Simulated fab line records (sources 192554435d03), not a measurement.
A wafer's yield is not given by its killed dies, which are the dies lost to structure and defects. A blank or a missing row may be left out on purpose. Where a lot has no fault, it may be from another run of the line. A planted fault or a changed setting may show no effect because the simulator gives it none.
A struck lot beside a sound one :: flow n5_finfet :: 27 out of 1938 route steps
Sound: these wafers, L884.2, L884.3, L884.5. Struck: wafer L877.1 (left out: L877.4, L877.6 of the same lot, which were not struck); the cause appears at the end.
Per side, at each step with rows, come the tool, then ch with its chambers, and then its first start. Under that, the readings that differ: sound wafers :: struck wafers :: difference of the means :: sigmas: that difference in standard deviations of wafers without a fault.
alike: readings whose means differ by less than 2 such deviations, and words and numbers that are the same on both sides. not compared: withheld readings, readings that some wafer has no value for, bounds like >300 that may hide the same value, and numbers for which the record gives no deviation and whose values overlap.
The two part at a step that has a row with sigmas, a row that says differs or no value, or rows on one side only. When numbers do not overlap yet have no deviation, they are printed without sigmas and do not part them. Lack of a reading on every wafer of one side parts them only where that side has two or more wafers.

first, 10 steps without rows for these wafers: N5_FIN_SAQP_PRECLEAN_42 (cleans in O3/DIW, time 60 s); N5_FIN_SAQP_PRECLEAN_00 (cleans in SC1, time 60 s); N5_FIN_SAQP_PRECLEAN_44 (cleans in SC2, time 45 s); N5_FIN_SAQP_SRD_01 (time 30 s); N5_FIN_SAQP_ALD_61 (deposits SiO2, target thk 4 nm, pulse time 1 s, purge time 2 s); N5_FIN_SAQP_DENSIFY_62 (time 60 s); N5_FIN_SAQP_HM_DEP_03 (deposits SiNx from SiH4/NH3/N2, target thk 38 nm, time 33.6 s); N5_FIN_SAQP_PECVD_47 (deposits a-Si from SiH4/He, target thk 45 nm, time 36.3 s); N5_FIN_SAQP_PECVD_48 (deposits SiNx from SiH4/NH3/N2, target thk 25 nm, time 22.1 s); N5_FIN_SAQP_PECVD_06 (deposits a-Si from SiH4/He, target thk 60 nm, time 48.1 s).
N5_FIN_SAQP_HM_DEP_72: deposits SiO2 from SiH4/N2O, target thk 12 nm, time 7.2 s.
  sound on pecvd-04 ch 0,1, day 6 15:50; struck on pecvd-01 ch 1, day 4 22:36
reading: model.SiO2_of_FIN_SAQP_HM_DEP_72.thk_nm (nm)
sound: 11.92 11.78 11.92
struck: 10.04
difference: -1.83
sigmas: 
  alike: heater_power_w, showerhead_plenum_p_Torr
then, 12 steps without rows for these wafers: N5_FIN_SAQP_COAT_49 (time 60 s, resist thk 100 nm); N5_FIN_SAQP_COAT_50 (time 60 s, resist thk 35 nm); N5_FIN_SAQP_COAT_10 (resist thk 90 nm); N5_FIN_SAQP_EBR_12; N5_FIN_SAQP_SOFTBAKE_11 (time 60 s); N5_FIN_SAQP_EXPOSE_13 (exposes mask FIN CORE, target cd 35.6 nm); N5_FIN_SAQP_PEB_14 (peb time 60 s); N5_FIN_SAQP_DEVELOP_15 (develop time 30 s); N5_FIN_SAQP_DESCUM_21 (chemistry O2, time 7.9 s); N5_FIN_SAQP_ETCH_51 (etches SiARC in CF4, target depth 45.5 nm, time 75.8 s); N5_FIN_SAQP_ETCH_52 (etches SOC in N2/H2, target depth 100 nm, overetch 20 nm, time 150 s); N5_FIN_SAQP_STRIP_53 (strips in N2/H2).
N5_FIN_SAQP_HM_OPEN_73: chemistry CHF3/O2, target SiO2, stops on a-Si, target depth 12 nm, time 16.8 s.
  sound on rie_diel-05 ch 0,1,2, day 6 16:34; struck on rie_diel-04 ch 0, day 4 23:13
reading: model.etch.depth_nm (nm)
sound: 11.92 11.78 11.92
struck: 10.04
difference: -1.83
sigmas: 
  alike: drypump_motor_current_A, oes_product_au, rf_vpp_V, showerhead_plenum_p_Torr, throttle_valve_pct
  not compared: rf_hours_counter_h
then, 1 step without rows for these wafers: N5_FIN_SAQP_STRIP_74 (strips in CHF3/O2).
-- here the record skips 6 days between the struck wafers' starts before and after, leaving off in module FIN_SAQP and picking up in module BEOL_M4 (first step shown: number 1111 of the route) --
N5_BEOL_M4_RC_MEAS_101:
  sound on prober-02 ch 0, day 13 00:25; struck on prober-02 ch 0, day 10 21:06
reading: DIBL_P (mV/V)
sound: 34.1 42.6 39.3
struck: 30.8
difference: -7.9
sigmas: -3

reading: SS_P (mV/dec)
sound: 73.1 75.8 74.0
struck: 72.6
difference: -1.7
sigmas: -2
  alike: DIBL_N, IOFF_N, IOFF_P, ION_N, ION_P, SS_N, VT_N, VT_P
-- record jumps: 4 days separate the struck wafers' starts on either side; left off in module BEOL_M4, taken up again in module PASSIVATION, whose first shown step is the route's number 1936 --
N5_PASSIVATION_PROBE_49:
  sound on prober-02 at day 17 07:52; struck on prober-01 at day 15 08:11
reading: killed_at_other
sound: 1 3 4
struck: 14
difference: +11
sigmas: +4

reading: killed_on_rim
sound: 16 13 12
struck: 6
difference: -8
sigmas: -2

reading: killed_open
sound: 72 70 78
struck: 44
difference: -29
sigmas: -2
  alike: defect_limited_yield, killed_at_M0_to_M3, killed_at_M4_up, killed_at_contacts, killed_at_front_end, killed_dies, killed_short, sort_bin_5_function, sort_bin_6_memory, sort_n_pass, sort_yield_pct

## WHERE THEY PART
First at N5_BEOL_M4_RC_MEAS_101; last, within this record, at N5_PASSIVATION_PROBE_49.

WHY: what had been put in by the simulator
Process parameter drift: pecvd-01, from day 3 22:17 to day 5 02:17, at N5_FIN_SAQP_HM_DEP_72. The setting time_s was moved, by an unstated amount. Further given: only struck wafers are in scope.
